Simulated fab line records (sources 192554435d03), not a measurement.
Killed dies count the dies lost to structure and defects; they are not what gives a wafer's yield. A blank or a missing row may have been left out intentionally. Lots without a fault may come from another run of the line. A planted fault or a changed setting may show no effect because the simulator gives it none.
The tool behind it: which one?	flow n5-finfet	Sampling: 23 lots, 69 wafers, 2 of 1938 route steps

## WHAT EACH GAUGE READ, for each wafer
N5_BEOL_M7_CD_MEAS_11: the cd target is 38.5 nm. Usual: cd-nm reads 38.4 nm (standard deviation 0.46).
lot	measured	on	cd-nm (nm)	flag
L076	day 10 19:04	cd-sem-03	39.0 38.9 38.6	
L078	day 11 05:25	cd-sem-03	38.1 37.8 38.5	
L077	day 11 15:37	cd-sem-03	37.9 38.5 37.8	
L079	day 11 18:58	cd-sem-02	37.9 38.0 38.4	
L080	day 11 19:08	cd-sem-02	38.3 37.5 37.7	
L075	day 11 19:17	cd-sem-02	38.4 38.2 37.9	
L082	day 12 15:01	cd-sem-01	38.2 38.0 38.7	
L081	day 12 15:14	cd-sem-01	38.0 37.9 39.6	
L083	day 12 18:20	cd-sem-01	38.1 38.8 37.7	
L086	day 13 16:54	cd-sem-01	37.6 38.2 38.1	
L084	day 13 20:10	cd-sem-01	37.8 37.9 37.8	
L085	day 13 20:13	cd-sem-02	38.7 38.1 38.3	
L087	day 14 01:43	cd-sem-02	38.6 38.7 38.7	
L088	day 14 17:07	cd-sem-03	38.0 38.9 38.2	
L089	day 14 19:08	cd-sem-03	37.4 38.6 38.7	
L091	day 14 22:07	cd-sem-02	38.6 38.2 38.7	
L090	day 15 04:09	cd-sem-01	39.2 38.9 39.3	
L094	day 15 06:24	cd-sem-01	38.0 38.6 38.8	
L092	day 15 11:06	cd-sem-03	37.7 38.5 37.9	
L093	day 15 17:45	cd-sem-01	37.8 38.9 38.2	
L095	day 16 15:39	cd-sem-03	39.5 38.7 38.5	
L096	day 16 17:32	cd-sem-02	39.2 38.6 38.9	
L097	day 17 19:05	cd-sem-03	39.1 38.9 38.5	

N5_BEOL_M7_INSPECT_13: inspects for defects (brightfield). Usual: raw-defect-count reads 435 (standard deviation 88).
lot	measured	on	raw-defect-count	flag
L076	day 10 19:08	defect-inspect-02	514 508 526	
L078	day 11 05:28	defect-inspect-02	430 588 459	
L077	day 11 15:40	defect-inspect-01	504 590 402	
L079	day 11 19:02	defect-inspect-02	384 488 396	
L080	day 11 19:11	defect-inspect-02	448 454 488	
L075	day 11 19:21	defect-inspect-01	464 295 351	
L082	day 12 15:04	defect-inspect-01	428 321 461	
L081	day 12 15:17	defect-inspect-01	439 506 530	
L083	day 12 18:23	defect-inspect-02	647 463 479	
L086	day 13 16:58	defect-inspect-01	326 398 323	
L084	day 13 20:13	defect-inspect-02	440 430 341	
L085	day 13 20:16	defect-inspect-01	471 326 615	
L087	day 14 01:46	defect-inspect-02	464 621 494	
L088	day 14 17:10	defect-inspect-02	455 467 357	
L089	day 14 19:11	defect-inspect-02	346 348 336	
L091	day 14 22:11	defect-inspect-02	482 385 250	
L090	day 15 04:12	defect-inspect-01	296 326 347	
L094	day 15 06:27	defect-inspect-02	497 492 703	
L092	day 15 11:10	defect-inspect-02	292 457 341	
L093	day 15 17:48	defect-inspect-02	456 436 457	
L095	day 16 15:42	defect-inspect-02	508 564 375	
L096	day 16 17:35	defect-inspect-01	367 437 505	
L097	day 17 19:08	defect-inspect-02	377 573 309	

## TOOL THAT RAN EACH LOT (tool first, then ch and the chambers of the sampled wafers, then the start)
The record holds no process step before these readings.

## AS READ BY THE TOOLS THEMSELVES (means over the sampled wafers that have a number; for cases with no such wafer, the mark the record gives instead)
The record holds no such reading with a usual standard deviation.

## THE ANSWER, worked out from the rows above alone
Rule: a lot counts as off when the mean over its wafers that have a number is more than 3 standard deviations away from the usual mean. A lot without any number at a reading at which 4 lots or more have one is off too. The other lots that the step has rows for count as sound. After the gauges, taken in route order, come the tools' own readings; for these a lot's mean is taken, as printed above. At the first step where some lot is off, the reading lying furthest off is the one used; lots without a number count as furthest.
None of the lots is off at any reading shown; this tells nothing.

## WHAT HAD BEEN PUT IN BY THE SIMULATOR
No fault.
